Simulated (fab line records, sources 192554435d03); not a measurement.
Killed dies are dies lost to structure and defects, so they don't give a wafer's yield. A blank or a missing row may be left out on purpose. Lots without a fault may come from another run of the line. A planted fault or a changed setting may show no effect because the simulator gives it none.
Chamber matching | flow n5_finfet | N5_BEOL_M8_CURE_75 on uv_cure-03: 3 sister chambers
The step cures SiCOH lowk, time 120 s. 24 wafers are shown with their chamber, then 12 later ones without.

WAFERS WITH THEIR CHAMBER
wafer  | chamber | wafer_temp_C_max | lamp_power_pct (%)
L074.3 | 2       | 372.7            | 52.35
L074.4 | 2       | 372.6            | 52.32
L074.6 | 2       | 371.5            | 52.29
L076.3 | 1       | 372.0            | 52.37
L076.5 | 1       | 371.7            | 52.35
L076.6 | 1       | 371.9            | 52.38
L078.3 | 1       | 371.4            | 52.30
L078.5 | 1       | 372.1            | 52.32
L078.6 | 1       | 371.3            | 52.31
L081.1 | 2       | 372.4            | 52.29
L081.3 | 2       | 372.2            | 52.28
L081.6 | 2       | 372.9            | 52.28
L082.4 | 1       | 371.4            | 52.36
L082.5 | 1       | 371.5            | 52.29
L082.6 | 1       | 372.1            | 52.35
L084.1 | 1       | 371.3            | 52.30
L084.4 | 1       | 371.6            | 52.31
L084.6 | 1       | 372.2            | 52.26
L087.1 | 2       | 372.7            | 52.35
L087.4 | 2       | 373.2            | 52.28
L087.5 | 2       | 371.6            | 52.36
L089.3 | 0       | 372.2            | 52.36
L089.4 | 0       | 371.9            | 52.30
L089.6 | 0       | 371.6            | 52.36

SIGNATURES (means of the wafers above)
reading          | chamber 0 | chamber 1 | chamber 2 | scatter within a chamber
wafer_temp_C_max | 371.900   | 371.708   | 372.422   | 0.438
lamp_power_pct   | 52.3400   | 52.3250   | 52.3111   | 0.0354
Rule: a wafer's distance from a chamber is the root of the sum, over the readings, of the square of ((its reading less the chamber's mean) divided by the reading's scatter). The wafer belongs to the nearest chamber; if the next one is less than 2 further off, it can't be placed. The scatter: the root of (the sum of the squares of (reading less its chamber's mean) over the shown wafers, divided by (wafers less chambers)).

WAFERS WITHOUT THEIR CHAMBER
wafer  | wafer_temp_C_max | lamp_power_pct (%)
L093.2 | 371.5            | 52.30
L093.4 | 371.6            | 52.29
L093.5 | 372.0            | 52.34
L091.2 | 372.1            | 52.30
L091.4 | 371.8            | 52.34
L091.5 | 371.4            | 52.37
L097.2 | 371.7            | 52.29
L097.3 | 371.3            | 52.34
L097.5 | 372.4            | 52.26
L095.2 | 372.5            | 52.29
L095.3 | 372.2            | 52.31
L095.5 | 371.5            | 52.23

WHICH CHAMBER EACH WENT THROUGH
wafer  | from the rows above          | in truth
L093.2 | can't be placed: 1 or 0 or 2 | 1
L093.4 | can't be placed: 1 or 0 or 2 | 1
L093.5 | can't be placed: 0 or 1 or 2 | 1
L091.2 | can't be placed: 2 or 1 or 0 | 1
L091.4 | can't be placed: 0 or 1 or 2 | 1
L091.5 | can't be placed: 0 or 1 or 2 | 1
L097.2 | can't be placed: 1 or 0 or 2 | 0
L097.3 | can't be placed: 1 or 0 or 2 | 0
L097.5 | can't be placed: 2 or 1 or 0 | 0
L095.2 | can't be placed: 2 or 0 or 1 | 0
L095.3 | can't be placed: 2 or 0 or 1 | 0
L095.5 | can't be placed: 1 or 2 or 0 | 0
Placed correctly: 0 of 12. Can't be placed from these rows: 12 (the true chamber is among the candidates in 12). Placed wrongly: 0.
